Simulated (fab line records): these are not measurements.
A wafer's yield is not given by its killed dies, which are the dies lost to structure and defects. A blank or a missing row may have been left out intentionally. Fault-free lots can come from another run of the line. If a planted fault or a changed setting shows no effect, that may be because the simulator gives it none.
Which tool did it?	flow nand-harc	23 lots, 69 wafers sampled, at 6 steps of a route of 1159

## WHAT EACH GAUGE READ, for each wafer
The record lacks any reading of a measuring or inspecting step that a usual standard deviation could be used to judge.

## WHICH TOOL RAN EACH LOT (tool, then ch and the chambers of the sampled wafers, then the start)
lot	NHARC_A_STAIRCASE_STRIP_316	NHARC_A_STAIRCASE_STRIP_476	NHARC_A_STAIRCASE_DESCUM_443	NHARC_A_STAIRCASE_CMP_450	NHARC_A_SGD_CUT_STRIP_17	NHARC_A_SLIT_DEP_23
L074	rie-diel-12 ch 1,2,3, day 12 04:17 or earlier	rie-diel-13 ch 1,3, day 12 04:17	rie-diel-01 ch 1,3, day 13 20:14	cmp-01 ch 2,3, day 13 23:25	rie-diel-04 ch 2,3, day 14 11:37 or earlier	pecvd-03 ch 0,1,2, day 14 11:37
L075	rie-diel-01 ch 0,1,2, day 12 14:19 or earlier	rie-diel-01 ch 1,2,3, day 12 14:19	rie-diel-13 ch 0,1,2, day 14 02:17	cmp-02 ch 0,1,2, day 14 05:25	rie-diel-04 ch 1,2,3, day 14 17:32 or earlier	pecvd-03 ch 0,1, day 14 17:32
L077	rie-diel-13 ch 0,1,2, day 12 15:58 or earlier	rie-diel-12 ch 0,1, day 12 15:58	rie-diel-01 ch 0,1,2, day 14 02:26	cmp-03 ch 0,1, day 14 05:38	rie-diel-06 ch 1,2,3, day 14 17:58 or earlier	pecvd-03 ch 0,1,2, day 14 17:58
L078	rie-diel-01 ch 0,2,3, day 12 20:10 or earlier	rie-diel-01 ch 0,2,3, day 12 20:10	rie-diel-13 ch 0,3, day 14 07:09	cmp-01 ch 1,2,3, day 14 10:22	rie-diel-04 ch 0,1,2, day 15 00:35 or earlier	pecvd-03 ch 0,1, day 15 00:35
L076	rie-diel-12 ch 1,2, day 12 22:54 or earlier	rie-diel-12 ch 1,2,3, day 12 22:54	rie-diel-12 ch 0,1,2, day 14 07:19	cmp-02 ch 0,1, day 14 10:31	rie-diel-10 ch 0,1,2, day 15 00:45 or earlier	pecvd-03 ch 0,1,2, day 15 00:45
L079	rie-diel-01 ch 0,3, day 13 10:11 or earlier	rie-diel-12 ch 1,2, day 13 10:11	rie-diel-01 ch 0,1,3, day 15 02:35	cmp-01 ch 0,1,2, day 15 05:44	rie-diel-06 ch 2,3, day 15 21:37 or earlier	pecvd-02 ch 0,1, day 15 21:37
L080	rie-diel-13 ch 0,1,3, day 14 00:33 or earlier	rie-diel-13 ch 0,2,3, day 14 00:33	rie-diel-01 ch 2,3, day 15 17:54	cmp-01 ch 0,3, day 15 21:04	rie-diel-06 ch 0,1,2, day 16 09:09 or earlier	pecvd-04 ch 0,1,2, day 16 09:09
L082	rie-diel-01 ch 0,2, day 14 04:14 or earlier	rie-diel-12 ch 0,3, day 14 04:14	rie-diel-01 ch 2,3, day 15 19:28	cmp-02 ch 1,2,3, day 15 22:45	rie-diel-04 ch 2,3, day 16 09:17 or earlier	pecvd-03 ch 1,2, day 16 09:17
L083	rie-diel-12 ch 0,3, day 14 05:40 or earlier	rie-diel-12 ch 0,2, day 14 05:40	rie-diel-12 ch 0,1,2, day 15 18:13	cmp-02 ch 0,1,2, day 15 21:22	rie-diel-06 ch 1,2,3, day 16 11:00 or earlier	pecvd-03 ch 0,1,2, day 16 11:00
L084	rie-diel-13 ch 1,2,3, day 14 06:47 or earlier	rie-diel-13 ch 1,2, day 14 06:47	rie-diel-13 ch 1,3, day 15 18:05	cmp-01 ch 0,2,3, day 15 21:15	rie-diel-06 ch 0,1, day 16 10:36 or earlier	pecvd-02 ch 0,1, day 16 10:36
L081	rie-diel-12 ch 0,2,3, day 14 07:22 or earlier	rie-diel-12 ch 1,2, day 14 07:22	rie-diel-01 ch 1,2, day 15 22:19	cmp-02 ch 1,2,3, day 16 01:50	rie-diel-04 ch 1,2,3, day 16 14:40 or earlier	pecvd-02 ch 0,1,2, day 16 14:40
L086	rie-diel-13 ch 1,3, day 15 03:38 or earlier	rie-diel-12 ch 0,2, day 15 03:38	rie-diel-01 ch 1,2,3, day 16 17:53	cmp-02 ch 1,3, day 16 21:12	rie-diel-10 ch 1,2, day 17 09:04 or earlier	pecvd-03 ch 0,1,2, day 17 09:04
L087	rie-diel-13 ch 0,1,3, day 15 07:11 or earlier	rie-diel-01 ch 0,1,3, day 15 07:11	rie-diel-13 ch 0,1,3, day 16 17:43	cmp-01 ch 1,2,3, day 16 21:08	rie-diel-06 ch 1,2,3, day 17 10:43 or earlier	pecvd-04 ch 0,1,2, day 17 10:43
L085	rie-diel-12 ch 1,2, day 15 07:32 or earlier	rie-diel-13 ch 0,2,3, day 15 07:32	rie-diel-12 ch 0,1,3, day 16 18:05	cmp-02 ch 1,2, day 16 21:24	rie-diel-04 ch 0,1, day 17 08:46 or earlier	pecvd-02 ch 0,1, day 17 08:46
L088	rie-diel-12 ch 0,2,3, day 15 14:43 or earlier	rie-diel-01 ch 0,2,3, day 15 14:43	rie-diel-01 ch 0,1,2, day 17 05:30	cmp-03 ch 1,3, day 17 08:45	rie-diel-10 ch 2,3, day 17 22:01 or earlier	pecvd-04 ch 0,1, day 17 22:01
L091	rie-diel-13 ch 0,2,3, day 16 04:20 or earlier	rie-diel-13 ch 0,1,2, day 16 04:20	rie-diel-13 ch 0,1,3, day 17 17:26	cmp-01 ch 0,3, day 17 20:35	rie-diel-06 ch 1,2,3, day 18 10:17 or earlier	pecvd-04 ch 1,2, day 18 10:17
L090	rie-diel-01 ch 2,3, day 16 07:36 or earlier	rie-diel-01 ch 0,1,3, day 16 07:36	rie-diel-01 ch 0,1,3, day 17 22:14	cmp-01 ch 1,2,3, day 18 01:44	rie-diel-10 ch 0,2,3, day 18 16:58 or earlier	pecvd-02 ch 0,2, day 18 16:58
L092	rie-diel-01 ch 0,1,3, day 16 09:59 or earlier	rie-diel-01 ch 2,3, day 16 09:59	rie-diel-13 ch 0,1, day 17 22:00	cmp-03 ch 0,2,3, day 18 01:27	rie-diel-06 ch 2,3, day 18 17:45 or earlier	pecvd-04 ch 1,2, day 18 17:45
L094	rie-diel-13 ch 0,2,3, day 16 17:56 or earlier	rie-diel-01 ch 1,2, day 16 17:56	rie-diel-12 ch 0,3, day 18 08:07	cmp-03 ch 0,2,3, day 18 11:16	rie-diel-10 ch 0,1,3, day 19 00:35 or earlier	pecvd-04 ch 0,1,2, day 19 00:35
L093	rie-diel-13 ch 0,2,3, day 17 00:34 or earlier	rie-diel-01 ch 0,1,2, day 17 00:34	rie-diel-13 ch 0,2,3, day 18 07:57	cmp-02 ch 0,1,3, day 18 11:06	rie-diel-04 ch 0,2,3, day 18 22:54 or earlier	pecvd-04 ch 1,2, day 18 22:54
L095	rie-diel-13 ch 1,2, day 17 06:28 or earlier	rie-diel-13 ch 0,3, day 17 06:28	rie-diel-13 ch 1,2,3, day 18 22:32	cmp-01 ch 1,2,3, day 19 02:26	rie-diel-10 ch 1,2, day 19 15:28 or earlier	pecvd-02 ch 0,1, day 19 15:28
L097	rie-diel-13 ch 0,3, day 17 18:40 or earlier	rie-diel-12 ch 1,2,3, day 17 18:40	rie-diel-12 ch 0,2,3, day 19 11:43	cmp-01 ch 0,1,2, day 19 14:57	rie-diel-06 ch 2,3, day 20 02:48 or earlier	pecvd-03 ch 0,1, day 20 02:48
L096	rie-diel-13 ch 0,2,3, day 18 00:24 or earlier	rie-diel-01 ch 0,2,3, day 18 00:24	rie-diel-12 ch 0,2, day 19 18:17	cmp-02 ch 1,2,3, day 19 21:32	rie-diel-10 ch 0,2,3, day 20 10:20 or earlier	pecvd-03 ch 1,2, day 20 10:20
- NHARC_A_STAIRCASE_STRIP_316: strips in O2.
- NHARC_A_STAIRCASE_STRIP_476: strips in O2, time 20 s.
- NHARC_A_STAIRCASE_DESCUM_443: chemistry O2, time 3 s.
- NHARC_A_STAIRCASE_CMP_450: polishes SiO2, target thk 200 nm.
- NHARC_A_SGD_CUT_STRIP_17: strips in O2.
- NHARC_A_SLIT_DEP_23: deposits SiON, target thk 100 nm.

## WHAT THE TOOLS THEMSELVES READ (means of the sampled wafers that have a number; where no wafer has one, the mark that the record gives instead)
NHARC_A_STAIRCASE_STRIP_316.
lot	tool	drypump-motor-current-A (A)	oes-product-au (a.u.)	rf-vpp-V (V)	showerhead-plenum-p-Torr (Torr)	throttle-valve-pct (%)
L074	rie-diel-12	6.1	1.012	57.2	3.35	17.035
L075	rie-diel-01	5.7	0.980	57.2	3.33	17.034
L077	rie-diel-13	5.8	1.013	58.1	3.58	17.031
L078	rie-diel-01	5.7	0.995	57.3	3.31	17.027
L076	rie-diel-12	6.2	1.002	57.4	3.35	17.041
L079	rie-diel-01	5.9	1.007	57.8	3.35	17.036
L080	rie-diel-13	5.7	1.006	59.0	3.70	17.027
L082	rie-diel-01	5.6	0.981	58.1	3.63	17.038
L083	rie-diel-12	5.4	1.004	57.8	3.63	17.043
L084	rie-diel-13	6.0	1.015	58.3	3.54	17.040
L081	rie-diel-12	5.8	1.006	56.8	3.47	17.042
L086	rie-diel-13	5.6	1.010	58.6	3.66	17.041
L087	rie-diel-13	5.7	1.011	57.4	3.69	17.032
L085	rie-diel-12	6.2	1.007	57.1	3.34	17.028
L088	rie-diel-12	5.8	1.002	58.0	3.46	17.048
L091	rie-diel-13	6.1	1.015	57.6	3.56	17.044
L090	rie-diel-01	5.9	0.994	57.5	3.51	17.044
L092	rie-diel-01	5.8	0.996	58.4	3.54	17.046
L094	rie-diel-13	6.1	1.006	57.2	3.56	17.033
L093	rie-diel-13	6.1	1.013	58.4	3.56	17.048
L095	rie-diel-13	6.1	1.017	58.2	3.40	17.036
L097	rie-diel-13	6.0	1.009	57.7	3.68	17.033
L096	rie-diel-13	6.1	1.015	58.0	3.56	17.039

NHARC_A_STAIRCASE_STRIP_476.
lot	tool	drypump-motor-current-A (A)	oes-product-au (a.u.)	rf-vpp-V (V)	showerhead-plenum-p-Torr (Torr)	throttle-valve-pct (%)
L074	rie-diel-13	5.6	0.996	57.5	3.67	17.040
L075	rie-diel-01	5.9	0.985	57.6	3.37	17.043
L077	rie-diel-12	5.8	1.011	58.1	3.54	17.037
L078	rie-diel-01	5.7	0.991	57.4	3.31	17.030
L076	rie-diel-12	6.1	1.014	58.0	3.35	17.039
L079	rie-diel-12	6.1	1.015	57.4	3.38	17.034
L080	rie-diel-13	6.1	1.021	57.1	3.57	17.042
L082	rie-diel-12	5.7	1.001	58.3	3.47	17.035
L083	rie-diel-12	5.5	1.001	57.8	3.63	17.044
L084	rie-diel-13	5.7	1.012	58.0	3.54	17.041
L081	rie-diel-12	6.2	1.014	57.7	3.34	17.037
L086	rie-diel-12	5.8	1.002	57.7	3.47	17.031
L087	rie-diel-01	5.8	0.994	58.1	3.54	17.043
L085	rie-diel-13	6.1	1.015	57.4	3.57	17.032
L088	rie-diel-01	5.7	0.995	57.8	3.66	17.040
L091	rie-diel-13	5.8	1.016	57.2	3.56	17.031
L090	rie-diel-01	5.8	0.985	58.0	3.53	17.036
L092	rie-diel-01	5.9	0.992	57.7	3.51	17.038
L094	rie-diel-01	5.8	0.999	57.8	3.67	17.038
L093	rie-diel-01	5.6	0.995	58.8	3.67	17.029
L095	rie-diel-13	5.8	1.017	58.5	3.72	17.032
L097	rie-diel-12	6.1	1.003	57.4	3.33	17.026
L096	rie-diel-01	5.7	0.994	58.1	3.64	17.040

NHARC_A_STAIRCASE_DESCUM_443.
lot	tool	drypump-motor-current-A (A)	oes-product-au (a.u.)	rf-vpp-V (V)	showerhead-plenum-p-Torr (Torr)	throttle-valve-pct (%)
L074	rie-diel-01	6.0	0.990	57.8	1.86	11.318
L075	rie-diel-13	5.7	1.013	58.0	1.94	11.314
L077	rie-diel-01	5.6	0.978	56.9	1.90	11.319
L078	rie-diel-13	6.0	1.009	58.4	2.01	11.301
L076	rie-diel-12	5.8	1.010	58.6	1.90	11.313
L079	rie-diel-01	5.8	0.990	58.4	1.92	11.308
L080	rie-diel-01	5.8	0.997	57.9	1.99	11.310
L082	rie-diel-01	5.8	0.988	58.3	1.99	11.309
L083	rie-diel-12	5.8	0.998	58.1	1.89	11.308
L084	rie-diel-13	6.0	1.015	57.6	1.99	11.313
L081	rie-diel-01	5.8	0.994	57.6	1.93	11.317
L086	rie-diel-01	5.9	0.996	58.1	1.92	11.316
L087	rie-diel-13	5.7	1.013	58.8	2.01	11.311
L085	rie-diel-12	5.7	0.999	58.1	1.89	11.298
L088	rie-diel-01	5.6	0.998	58.9	2.00	11.309
L091	rie-diel-13	5.7	1.012	57.8	2.00	11.318
L090	rie-diel-01	5.8	0.989	58.6	1.91	11.314
L092	rie-diel-13	5.4	1.015	58.2	2.02	11.324
L094	rie-diel-12	5.7	1.002	57.1	1.87	11.311
L093	rie-diel-13	6.1	1.018	57.5	1.93	11.306
L095	rie-diel-13	6.0	1.016	57.4	1.91	11.309
L097	rie-diel-12	5.8	1.004	58.0	1.87	11.317
L096	rie-diel-12	5.8	1.012	58.4	1.86	11.301

NHARC_A_STAIRCASE_CMP_450.
lot	tool	motor-current-A (A)	retaining-ring-pressure-frac
L074	cmp-01	12.3	0.998
L075	cmp-02	12.1	0.998
L077	cmp-03	11.0	1.003
L078	cmp-01	13.3	1.002
L076	cmp-02	13.0	0.995
L079	cmp-01	12.8	1.003
L080	cmp-01	11.7	0.995
L082	cmp-02	12.3	0.996
L083	cmp-02	12.2	1.010
L084	cmp-01	12.1	1.006
L081	cmp-02	12.2	1.000
L086	cmp-02	12.8	1.001
L087	cmp-01	13.6	1.000
L085	cmp-02	11.5	0.998
L088	cmp-03	11.0	0.999
L091	cmp-01	11.1	1.002
L090	cmp-01	13.4	0.995
L092	cmp-03	11.3	1.000
L094	cmp-03	11.3	0.996
L093	cmp-02	13.1	1.003
L095	cmp-01	12.8	1.001
L097	cmp-01	12.9	0.999
L096	cmp-02	12.4	1.000

NHARC_A_SGD_CUT_STRIP_17.
lot	tool	drypump-motor-current-A (A)	oes-product-au (a.u.)	rf-vpp-V (V)	showerhead-plenum-p-Torr (Torr)	throttle-valve-pct (%)
L074	rie-diel-04	5.4	0.991	57.6	3.45	17.034
L075	rie-diel-04	5.5	0.988	57.4	3.49	17.036
L077	rie-diel-06	5.6	1.003	57.8	3.57	17.043
L078	rie-diel-04	5.5	0.990	57.0	3.54	17.035
L076	rie-diel-10	5.5	0.994	57.9	3.55	17.048
L079	rie-diel-06	6.0	0.996	58.0	3.50	17.035
L080	rie-diel-06	5.2	0.998	59.1	3.65	17.042
L082	rie-diel-04	5.3	0.989	57.7	3.44	17.038
L083	rie-diel-06	5.6	1.006	57.9	3.57	17.040
L084	rie-diel-06	4.9	0.999	58.6	3.72	17.035
L081	rie-diel-04	5.5	0.998	57.5	3.48	17.038
L086	rie-diel-10	5.2	1.007	58.2	3.62	17.032
L087	rie-diel-06	5.6	0.993	58.0	3.57	17.037
L085	rie-diel-04	5.9	0.991	57.4	3.61	17.044
L088	rie-diel-10	5.7	0.991	57.2	3.44	17.030
L091	rie-diel-06	5.6	1.002	58.2	3.57	17.036
L090	rie-diel-10	5.8	0.995	58.0	3.46	17.045
L092	rie-diel-06	6.0	1.005	57.4	3.50	17.031
L094	rie-diel-10	5.2	0.996	58.2	3.56	17.026
L093	rie-diel-04	5.3	0.988	57.1	3.50	17.038
L095	rie-diel-10	5.8	0.995	57.5	3.51	17.031
L097	rie-diel-06	6.0	1.007	57.2	3.49	17.045
L096	rie-diel-10	5.8	0.987	56.7	3.46	17.034

NHARC_A_SLIT_DEP_23.
lot	tool	heater-power-w (W)	susceptor-temp-C (C)
L074	pecvd-03	842	399.87
L075	pecvd-03	888	399.88
L077	pecvd-03	763	399.95
L078	pecvd-03	844	400.08
L076	pecvd-03	776	400.09
L079	pecvd-02	701	399.83
L080	pecvd-04	692	399.93
L082	pecvd-03	854	399.93
L083	pecvd-03	792	400.04
L084	pecvd-02	677	400.14
L081	pecvd-02	704	399.98
L086	pecvd-03	798	399.98
L087	pecvd-04	686	400.22
L085	pecvd-02	761	400.03
L088	pecvd-04	776	399.81
L091	pecvd-04	679	399.82
L090	pecvd-02	866	400.02
L092	pecvd-04	627	400.13
L094	pecvd-04	726	400.15
L093	pecvd-04	700	400.14
L095	pecvd-02	666	399.94
L097	pecvd-03	795	400.09
L096	pecvd-03	843	399.85

## THE ANSWER, worked out from the rows above alone
Rule: the usual values come from the lots themselves. The widest of any qualifying gaps counts: lots, ordered by their means at a reading, are off when they make up no more than a third of the lots, leave a main group of 4 or more, and stand apart from it by 3 or more times the standard deviation of that group's means. A main group is skipped when, at the precision printed for the reading in the tables above, its means are all equal. A lot without any number at a reading at which 4 lots or more have one is off too. Any other lot the step has rows for is counted as sound. Order of review: gauges by route order, followed by the tools' own readings, for which a lot's mean as printed above is used. At the first step where some lot is off, the reading lying furthest off is the one used; lots without a number count as furthest.
Across all readings shown, no lot is off: no conclusion can be drawn from this.

## WHAT THE SIMULATOR PUT IN
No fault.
